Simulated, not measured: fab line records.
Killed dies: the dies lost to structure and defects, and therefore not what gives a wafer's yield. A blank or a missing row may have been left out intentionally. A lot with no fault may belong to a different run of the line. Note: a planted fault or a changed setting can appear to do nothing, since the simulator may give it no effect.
Chamber matching + flow nand_harc + cmp-04 running NHARC_A_BLC_CMP_25: 3 sister chambers
The step polishes, t overpolish 30 s, target thk 150 nm. 14 wafers are shown with their chamber, then 6 later ones without.

WAFERS PAIRED WITH THEIR CHAMBERS
| wafer  | chamber | motor_current_A (A) | time_to_endpoint_s (s) | overpolish_run_s (s) |
|--------|---------|---------------------|------------------------|----------------------|
| L570.2 | 0       | 11.0                | 34                     | 30.002               |
| L570.3 | 1       | 13.3                | 32                     | 30.001               |
| L570.4 | 2       | 9.3                 | 32                     | 29.997               |
| L571.3 | 2       | 9.7                 | 34                     | 30.017               |
| L571.4 | 0       | 11.9                | 36                     | 29.997               |
| L571.5 | 0       | 11.9                | 36                     | 29.997               |
| L577.2 | 2       | 8.9                 | 32                     | 29.990               |
| L577.5 | 1       | 12.6                | 30                     | 29.986               |
| L577.6 | 2       | 9.1                 | 31                     | 30.007               |
| L579.4 | 2       | 9.6                 | 31                     | 29.990               |
| L579.5 | 0       | 11.3                | 32                     | 29.999               |
| L579.6 | 1       | 12.6                | 28                     | 29.990               |
| L581.1 | 1       | 13.0                | 31                     | 29.999               |
| L581.2 | 2       | 9.5                 | 31                     | 29.999               |

SIGNATURES (means of the wafers above)
| reading            | chamber 0 | chamber 1 | chamber 2 | scatter within a chamber |
|--------------------|-----------|-----------|-----------|--------------------------|
| motor_current_A    | 11.525    | 12.875    | 9.350     | 0.361                    |
| time_to_endpoint_s | 34.50     | 30.25     | 31.83     | 1.55                     |
| overpolish_run_s   | 29.99875  | 29.99400  | 30.00000  | 0.00808                  |
Rule: a wafer's distance from a chamber is the root of the sum, over the readings, of the square of ((its reading less the chamber's mean) divided by the reading's scatter). If the next closest chamber is less than 2 further off than the closest, the wafer can't be placed; otherwise it belongs to the closest. The scatter: the root of (the sum of the squares of (reading less its chamber's mean) over the shown wafers, divided by (wafers less chambers)).

WAFERS WITH NO CHAMBER GIVEN
| wafer  | motor_current_A (A) | time_to_endpoint_s (s) | overpolish_run_s (s) |
|--------|---------------------|------------------------|----------------------|
| L587.2 | 13.3                | 33                     | 29.983               |
| L587.3 | 12.1                | 35                     | 29.991               |
| L587.6 | 13.2                | 32                     | 30.013               |
| L591.1 | 11.7                | 33                     | 29.998               |
| L591.2 | 9.7                 | 31                     | 29.995               |
| L591.5 | 12.6                | 31                     | 30.003               |

THE CHAMBER EACH PASSED THROUGH
| wafer  | from the rows above     | in truth |
|--------|-------------------------|----------|
| L587.2 | 1                       | 1        |
| L587.3 | can't be placed: 0 or 1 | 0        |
| L587.6 | 1                       | 1        |
| L591.1 | 0                       | 0        |
| L591.2 | 2                       | 2        |
| L591.5 | 1                       | 1        |
Placed correctly: 5 of 6. Not placeable from these rows: 1 (in 1, the candidates include the true chamber). Placed wrongly: 0.
